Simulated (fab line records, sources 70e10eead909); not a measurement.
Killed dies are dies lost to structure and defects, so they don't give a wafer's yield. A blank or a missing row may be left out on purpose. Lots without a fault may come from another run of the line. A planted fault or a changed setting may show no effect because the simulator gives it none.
One fault seen from 2 desks | flow nand_harc | each desk has only its own numbers; what lay behind them comes last

THE DEFECT DESK
What the inspections along the route counted, lot by lot: means of the sampled wafers that have a number. A lot is out of limits, marked OUT, if its mean lies more than 4 standard deviations from the usual mean; the brackets give that distance.
Columns: A = raw_defect_count at NHARC_THIN_TSV_INSPECT_40, usual 555
lot  | first seen here | A
L360 | day 23 18:08    | 614
L362 | day 24 21:39    | 633
L364 | day 25 04:39    | 593
L363 | day 25 19:39    | 524
L365 | day 26 21:51    | 594
L367 | day 27 01:06    | 514
L368 | day 27 15:46    | 904
L369 | day 28 09:41    | 875
L378 | day 32 15:04    | 460
L379 | day 32 15:04    | 499
L380 | day 32 15:04    | 603
L381 | day 33 01:49    | 500
This desk's finding: nothing out of limits on any of the 12 lots.

THE METROLOGY DESK
What the gauges read, lot by lot, whatever tool the lot ran on: means of the sampled wafers that have a number. A lot is out of limits, marked OUT, if its mean lies more than 4 standard deviations from the usual mean; the brackets give that distance.
Columns: A = cd_nm at NHARC_A_BONDPAD_CD_MEAS_09, usual 499.5 nm; B = cd_nm at NHARC_A_BONDPAD_CD_MEAS_13, usual 499.0 nm
lot  | first seen here | A     | B
L360 | day 22 18:10    | 499.7 | 499.1
L362 | day 23 15:56    | 501.4 | 501.0
L364 | day 23 23:01    | 498.0 | 497.6
L363 | day 24 16:09    | 498.3 | 498.8
L365 | day 25 17:16    | 501.2 | 502.3
L367 | day 25 21:14    | 498.5 | 499.1
L368 | day 26 08:49    | 500.3 | 500.3
L369 | day 27 06:43    | 498.4 | 497.3
L379 | day 31 03:11    | 498.5 | 496.8
L378 | day 31 05:22    | 500.1 | 499.3
L380 | day 31 11:52    | 500.2 | 499.1
L381 | day 31 20:12    | 496.6 | 497.7
This desk's finding: nothing out of limits on any of the 12 lots.

PUT TOGETHER
The defect desk saw nothing out of limits.
The metrology desk saw nothing out of limits.

WHAT THE SIMULATOR HAD PUT IN
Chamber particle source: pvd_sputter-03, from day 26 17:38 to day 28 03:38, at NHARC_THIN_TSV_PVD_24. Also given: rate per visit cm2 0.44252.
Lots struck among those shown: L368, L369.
